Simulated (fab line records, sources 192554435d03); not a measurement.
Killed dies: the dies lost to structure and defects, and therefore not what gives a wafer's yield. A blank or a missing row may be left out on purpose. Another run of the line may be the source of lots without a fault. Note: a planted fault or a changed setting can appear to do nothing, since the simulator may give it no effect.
Split-lot trial || flow n5_finfet || 21 wafers read from 7 lots, route of 1938 steps

THE SPLIT
At N5_MOL_CONTACT_COAG_ALD_27 (deposits SiOC, target thk 17 nm, pulse time 1.5 s, time 2720 s), the setting ald_cycles was moved away from the recipe's 340 on 7 of the 21 wafers read, by -14.4% to -4.7%. The other wafers ran this setting at the recipe's value.

The reading is taken at the split's own step.

THE READING
SiOC_of_MOL_CONTACT_COAG_ALD_27.thk_nm (the simulator's own value, which no gauge read), in nm, at N5_MOL_CONTACT_COAG_ALD_27 (deposits SiOC, target thk 17 nm, pulse time 1.5 s, time 2720 s). The file gives no usual value for it. The 14 wafers here that ran the recipe average 17.0 nm, standard deviation 0.082 nm.

{"wafer": "L076.1", "tool, chamber at the split": "ald_sin-04, 1,3", "ald_cycles as run": 291, "against the recipe": "-14.4%", "SiOC_of_MOL_CONTACT_COAG_ALD_27.thk_nm, nm": 14.6, "against lot-mates on the recipe": -2.4}
{"wafer": "L076.5", "tool, chamber at the split": "ald_sin-04, 1,3", "ald_cycles as run": 291, "against the recipe": "-14.4%", "SiOC_of_MOL_CONTACT_COAG_ALD_27.thk_nm, nm": 14.6, "against lot-mates on the recipe": -2.4}
{"wafer": "L076.2", "tool, chamber at the split": "ald_sin-04, 2", "ald_cycles as run": 340, "against the recipe": "recipe", "SiOC_of_MOL_CONTACT_COAG_ALD_27.thk_nm, nm": 17, "against lot-mates on the recipe": "-"}
{"wafer": "L077.2", "tool, chamber at the split": "ald_sin-02, 1,3", "ald_cycles as run": 340, "against the recipe": "recipe", "SiOC_of_MOL_CONTACT_COAG_ALD_27.thk_nm, nm": 17, "against lot-mates on the recipe": "-"}
{"wafer": "L077.4", "tool, chamber at the split": "ald_sin-02, 1,3", "ald_cycles as run": 340, "against the recipe": "recipe", "SiOC_of_MOL_CONTACT_COAG_ALD_27.thk_nm, nm": 17, "against lot-mates on the recipe": "-"}
{"wafer": "L077.3", "tool, chamber at the split": "ald_sin-02, 2", "ald_cycles as run": 301, "against the recipe": "-11.5%", "SiOC_of_MOL_CONTACT_COAG_ALD_27.thk_nm, nm": 15, "against lot-mates on the recipe": -2.0}
{"wafer": "L085.2", "tool, chamber at the split": "ald_sin-01, 0,3,1", "ald_cycles as run": 340, "against the recipe": "recipe", "SiOC_of_MOL_CONTACT_COAG_ALD_27.thk_nm, nm": 17, "against lot-mates on the recipe": "-"}
{"wafer": "L085.3", "tool, chamber at the split": "ald_sin-01, 0,3,1", "ald_cycles as run": 340, "against the recipe": "recipe", "SiOC_of_MOL_CONTACT_COAG_ALD_27.thk_nm, nm": 17, "against lot-mates on the recipe": "-"}
{"wafer": "L085.5", "tool, chamber at the split": "ald_sin-01, 0,3,1", "ald_cycles as run": 340, "against the recipe": "recipe", "SiOC_of_MOL_CONTACT_COAG_ALD_27.thk_nm, nm": 17, "against lot-mates on the recipe": "-"}
{"wafer": "L089.1", "tool, chamber at the split": "ald_sin-02, 0", "ald_cycles as run": 310, "against the recipe": "-8.8%", "SiOC_of_MOL_CONTACT_COAG_ALD_27.thk_nm, nm": 15.4, "against lot-mates on the recipe": -1.6}
{"wafer": "L089.4", "tool, chamber at the split": "ald_sin-02, 1", "ald_cycles as run": 310, "against the recipe": "-8.8%", "SiOC_of_MOL_CONTACT_COAG_ALD_27.thk_nm, nm": 15.6, "against lot-mates on the recipe": -1.4}
{"wafer": "L089.5", "tool, chamber at the split": "ald_sin-02, 1", "ald_cycles as run": 340, "against the recipe": "recipe", "SiOC_of_MOL_CONTACT_COAG_ALD_27.thk_nm, nm": 17, "against lot-mates on the recipe": "-"}
{"wafer": "L094.2", "tool, chamber at the split": "ald_sin-02, 2,0", "ald_cycles as run": 324, "against the recipe": "-4.7%", "SiOC_of_MOL_CONTACT_COAG_ALD_27.thk_nm, nm": 16.2, "against lot-mates on the recipe": -0.8}
{"wafer": "L094.4", "tool, chamber at the split": "ald_sin-02, 2,0", "ald_cycles as run": 324, "against the recipe": "-4.7%", "SiOC_of_MOL_CONTACT_COAG_ALD_27.thk_nm, nm": 16.2, "against lot-mates on the recipe": -0.8}
{"wafer": "L094.6", "tool, chamber at the split": "ald_sin-02, 2", "ald_cycles as run": 340, "against the recipe": "recipe", "SiOC_of_MOL_CONTACT_COAG_ALD_27.thk_nm, nm": 17, "against lot-mates on the recipe": "-"}
{"wafer": "L096.2", "tool, chamber at the split": "ald_sin-01, 3", "ald_cycles as run": 340, "against the recipe": "recipe", "SiOC_of_MOL_CONTACT_COAG_ALD_27.thk_nm, nm": 16.8, "against lot-mates on the recipe": "-"}
{"wafer": "L096.5", "tool, chamber at the split": "ald_sin-01, 2,1", "ald_cycles as run": 340, "against the recipe": "recipe", "SiOC_of_MOL_CONTACT_COAG_ALD_27.thk_nm, nm": 17, "against lot-mates on the recipe": "-"}
{"wafer": "L096.6", "tool, chamber at the split": "ald_sin-01, 2,1", "ald_cycles as run": 340, "against the recipe": "recipe", "SiOC_of_MOL_CONTACT_COAG_ALD_27.thk_nm, nm": 17, "against lot-mates on the recipe": "-"}
{"wafer": "L097.2", "tool, chamber at the split": "ald_sin-04, 1", "ald_cycles as run": 340, "against the recipe": "recipe", "SiOC_of_MOL_CONTACT_COAG_ALD_27.thk_nm, nm": 17, "against lot-mates on the recipe": "-"}
{"wafer": "L097.4", "tool, chamber at the split": "ald_sin-04, 2,3", "ald_cycles as run": 340, "against the recipe": "recipe", "SiOC_of_MOL_CONTACT_COAG_ALD_27.thk_nm, nm": 16.8, "against lot-mates on the recipe": "-"}
{"wafer": "L097.5", "tool, chamber at the split": "ald_sin-04, 2,3", "ald_cycles as run": 340, "against the recipe": "recipe", "SiOC_of_MOL_CONTACT_COAG_ALD_27.thk_nm, nm": 16.8, "against lot-mates on the recipe": "-"}
The file does not say which wafer passed through which chamber wherever a row lists several chambers: such a row stands for several wafers.

FIT RESULTS
A straight line over all 21 wafers: SiOC_of_MOL_CONTACT_COAG_ALD_27.thk_nm changes by +0.165 nm for each +1% of ald_cycles; r = +1.00; the points scatter about the line by 0.079 nm.
The same after taking each lot's own level away (the mean of its wafers on the recipe; 21 wafers): +0.169 nm for each +1%; r = +1.00; scatter 0.065 nm.
On that fit, the largest move of ald_cycles shifts the reading by 2.4 nm.
The lots' own levels span 16.87 to 17.00 nm, that is 1.6 times the standard deviation above.
So the lot-to-lot level changes the slope little: the two slopes agree.
Check: for one of the wafers moved furthest among these (-14.4%), held out of the fit, the line's prediction against its lot-mates is -2.45 nm. Against them it came out at -2.4 nm.

OTHER SPLITS ON THESE WAFERS
These wafers also went through other splits before the reading. Each is held against what the fit with the lots' levels taken away leaves over:
{"other split on the same wafers": "N5_HKMG_FIN_CVD_62 temp_c", "wafers away from the commonest value": 9, "r with SiOC_of_MOL_CONTACT_COAG_ALD_27.thk_nm (lot level and that fit taken away)": "+0.09"}
{"other split on the same wafers": "N5_HKMG_FIN_ETCH_35 time_s", "wafers away from the commonest value": 7, "r with SiOC_of_MOL_CONTACT_COAG_ALD_27.thk_nm (lot level and that fit taken away)": "+0.02"}
{"other split on the same wafers": "N5_MOL_CONTACT_COAG_COAT_58 spin_rpm", "wafers away from the commonest value": 8, "r with SiOC_of_MOL_CONTACT_COAG_ALD_27.thk_nm (lot level and that fit taken away)": "+0.10"}
{"other split on the same wafers": "N5_MOL_CONTACT_COAG_ETCH_105 bias_w", "wafers away from the commonest value": 8, "r with SiOC_of_MOL_CONTACT_COAG_ALD_27.thk_nm (lot level and that fit taken away)": -0.03}

FILE'S OWN FIT
SiOC_of_MOL_CONTACT_COAG_ALD_27.thk_nm changes by +0.17 nm for each +1% of ald_cycles, r = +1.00.
